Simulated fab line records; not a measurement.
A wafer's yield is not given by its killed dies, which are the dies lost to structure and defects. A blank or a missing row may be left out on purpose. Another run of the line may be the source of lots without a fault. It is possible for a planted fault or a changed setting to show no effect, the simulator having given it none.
The tool behind it: which one?    flow nandHarc    12 lots with 36 wafers sampled at 5 steps, on a route of 1302 steps

## WHAT THE GAUGES SHOWED, per wafer
NHARC_THIN_TSV_CD_MEAS_12 targets a cd of 1000 nm. Usual: cdNm at 999.5 nm, with a standard deviation of 1.3.
lot   measured      on        cdNm (nm)             flag
L233  day 23 22:58  cdSem-02  1000.0 998.9 999.7    
L234  day 24 10:11  cdSem-02  997.9 998.6 1000.3    
L238  day 24 16:46  cdSem-01  1000.4 1002.3 1000.4  
L236  day 24 17:58  cdSem-01  1000.5 997.5 1000.3   
L237  day 25 02:47  cdSem-02  1000.2 1001.9 999.6   
L235  day 25 04:07  cdSem-01  999.0 999.1 998.1     
L239  day 25 18:14  cdSem-01  1000.6 1000.6 1000.0  
L241  day 26 06:15  cdSem-01  1002.6 1001.4 1001.4  
L247  day 29 16:59  cdSem-03  1002.1 1000.8 998.3   
L249  day 30 10:55  cdSem-03  998.0 999.2 998.0     
L254  day 33 19:11  cdSem-03  1000.8 997.7 1000.5   
L256  day 34 08:27  cdSem-01  999.8 1001.0 999.7    

NHARC_THIN_TSV_CD_MEAS_37. Usual: cdNm at 5000.2 nm, with a standard deviation of 1.9.
lot   measured      on        cdNm (nm)             flag
L233  day 24 06:20  cdSem-01  5001.9 5000.0 5000.6  
L234  day 24 17:23  cdSem-02  4997.8 4998.9 4999.9  
L238  day 25 00:08  cdSem-02  4999.5 5004.8 5002.0  
L236  day 25 01:47  cdSem-02  5000.6 4996.1 5000.0  
L237  day 25 10:04  cdSem-02  5001.7 5003.6 5000.2  
L235  day 25 11:22  cdSem-01  4997.7 4996.6 4999.3  
L239  day 26 02:00  cdSem-02  5000.3 5003.0 5000.6  
L241  day 26 13:35  cdSem-02  5002.5 5001.4 5002.7  
L247  day 30 00:34  cdSem-01  5003.7 4999.6 4999.3  
L249  day 30 18:07  cdSem-01  4997.0 4998.0 4996.6  
L254  day 34 03:15  cdSem-02  4999.8 4997.5 4999.7  
L256  day 34 15:38  cdSem-01  5001.4 5001.6 5002.3  

NHARC_END_SORT_01. Usual: killedAtArray 44, standard deviation 16; killedAtOther 0.6, standard deviation 1.1; killedAtPeriphery 3.9, standard deviation 2.6; killedDies 48, standard deviation 16; killedOpen 3.1, standard deviation 1.9; killedShort 2.4, standard deviation 1.8.
lot   measured      on         killedAtArray  killedAtOther  killedAtPeriphery  killedDies  killedOpen  killedShort  flag
L247  day 30 08:07  prober-02  165 73 58      1 1 0          3 4 4              169 78 62   3 4 2       3 1 3        OFF
L249  day 31 01:42  prober-01  66 70 172      1 0 0          8 10 2             75 80 174   0 2 4       2 4 2        OFF

## TOOL THAT RAN EACH LOT (tool first, then ch and the chambers of the sampled wafers, then the start)
lot   NHARC_A_CONTACT_ETCH_96            NHARC_THIN_TSV_DEP_43
L233  rieDiel-01 ch 1,2,3, day 21 21:38  pecvd-02 ch 0,1,2, day 23 22:08
L234  rieDiel-04 ch 0,2,3, day 22 10:35  pecvd-03 ch 0,1, day 24 09:32
L238  rieDiel-01 ch 0,2,3, day 22 15:17  pecvd-04 ch 0,2, day 24 15:58
L236  rieDiel-07 ch 1,3, day 22 15:29    pecvd-02 ch 0,1, day 24 17:13
L237  rieDiel-07 ch 0,1,3, day 22 22:23  pecvd-03 ch 0,1,2, day 25 02:08
L235  rieDiel-01 ch 0,2,3, day 22 23:07  pecvd-03 ch 1,2, day 25 03:17
L239  rieDiel-01 ch 0,1, day 23 15:51    pecvd-04 ch 0,1,2, day 25 17:39
L241  rieDiel-01 ch 1,2,3, day 24 05:19  pecvd-03 ch 0,2, day 26 05:28
L247  rieDiel-01 ch 0,1,3, day 27 15:43  pecvd-04 ch 0,1,2, day 29 16:17
L249  rieDiel-01 ch 0,2,3, day 28 11:19  pecvd-03 ch 1,2, day 30 10:08
L254  rieDiel-01 ch 0,2,3, day 31 11:47  pecvd-03 ch 0,1, day 33 18:21
L256  rieDiel-04 ch 0,2,3, day 31 21:11  pecvd-02 ch 1,2, day 34 07:37
- NHARC_A_CONTACT_ETCH_96: etches the open film in C4F6/O2, target depth 20 nm, time 10 s.
- NHARC_THIN_TSV_DEP_43: deposits SiO2, target thk 1328.5 nm.

## AS READ BY THE TOOLS THEMSELVES (means over the sampled wafers that have a number; for cases with no such wafer, the mark the record gives instead)
NHARC_A_CONTACT_ETCH_96. Usual: drypumpMotorCurrentA 5.8 A, standard deviation 0.5; o2FlowSccm 20.00 sccm, standard deviation 0.053; oesProductAu 0.970 a.u., standard deviation 0.028; rfVppV 546.5 V, standard deviation 3; showerheadPlenumPTorr 3.91 Torr, standard deviation 0.14; throttleValvePct 26.903 %, standard deviation 0.0089.
lot   tool        drypumpMotorCurrentA (A)  o2FlowSccm (sccm)  oesProductAu (a.u.)  rfVppV (V)  showerheadPlenumPTorr (Torr)  throttleValvePct (%)  flag
L233  rieDiel-01  5.5                       19.99              0.953                547.0       3.93                          26.901                
L234  rieDiel-04  5.5                       20.05              0.941                548.4       3.98                          26.912                
L238  rieDiel-01  6.0                       20.02              0.952                545.9       3.90                          26.901                
L236  rieDiel-07  6.0                       20.01              0.949                543.5       3.79                          26.904                
L237  rieDiel-07  6.1                       20.01              0.966                545.9       3.90                          26.898                
L235  rieDiel-01  6.0                       19.96              0.944                546.8       3.90                          26.899                
L239  rieDiel-01  6.1                       20.04              0.944                547.1       3.93                          26.909                
L241  rieDiel-01  5.6                       19.98              0.981                546.9       3.93                          26.902                
L247  rieDiel-01  5.8                       19.99              0.959                545.0       3.86                          26.899                
L249  rieDiel-01  5.9                       19.97              1.007                545.9       3.89                          26.910                
L254  rieDiel-01  6.0                       19.98              0.959                546.3       3.88                          26.891                
L256  rieDiel-04  5.5                       19.98              0.996                546.7       3.94                          26.902                

NHARC_THIN_TSV_DEP_43. Usual: throttleValvePct at 15.9 %, with a standard deviation of 0.53.
lot   tool      throttleValvePct (%)  flag
L233  pecvd-02  16.3                  
L234  pecvd-03  15.2                  
L238  pecvd-04  15.7                  
L236  pecvd-02  16.2                  
L237  pecvd-03  15.8                  
L235  pecvd-03  16.0                  
L239  pecvd-04  16.0                  
L241  pecvd-03  15.9                  
L247  pecvd-04  15.7                  
L249  pecvd-03  15.8                  
L254  pecvd-03  15.6                  
L256  pecvd-02  16.0                  

## THE ANSWER, worked out from the rows above alone
Rule: a lot counts as off when the mean over its wafers that have a number is more than 3 standard deviations away from the usual mean. Also off: a lot with no number at a reading for which 4 or more lots have one. Where the step has rows for the other lots, those lots are counted as sound. First the gauges in route order, then the tools' own readings, where a lot's mean is used as printed above. At the first step where some lot is off, the reading lying furthest off is the one used; lots without a number count as furthest.
Off: L247, L249, at NHARC_END_SORT_01 (killedDies). Neither off nor sound, because the step has no rows for them: L233, L234, L238, L236, L237, L235, L239, L241, L254, L256.
If a tool, at a process step before that reading, ran all the lots that are off and no sound lot after the first of them, it fits. Gauges at NHARC_END_SORT_01: tried the same way as those tools. One fits: rieDiel-01 at NHARC_A_CONTACT_ETCH_96. It ran no sound lot before its first lot that is off in this sample, so the start can't be narrowed down.

## WHAT THE SIMULATOR PUT IN
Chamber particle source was rieDiel-01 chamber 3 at NHARC_A_CONTACT_ETCH_96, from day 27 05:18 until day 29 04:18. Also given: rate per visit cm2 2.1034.
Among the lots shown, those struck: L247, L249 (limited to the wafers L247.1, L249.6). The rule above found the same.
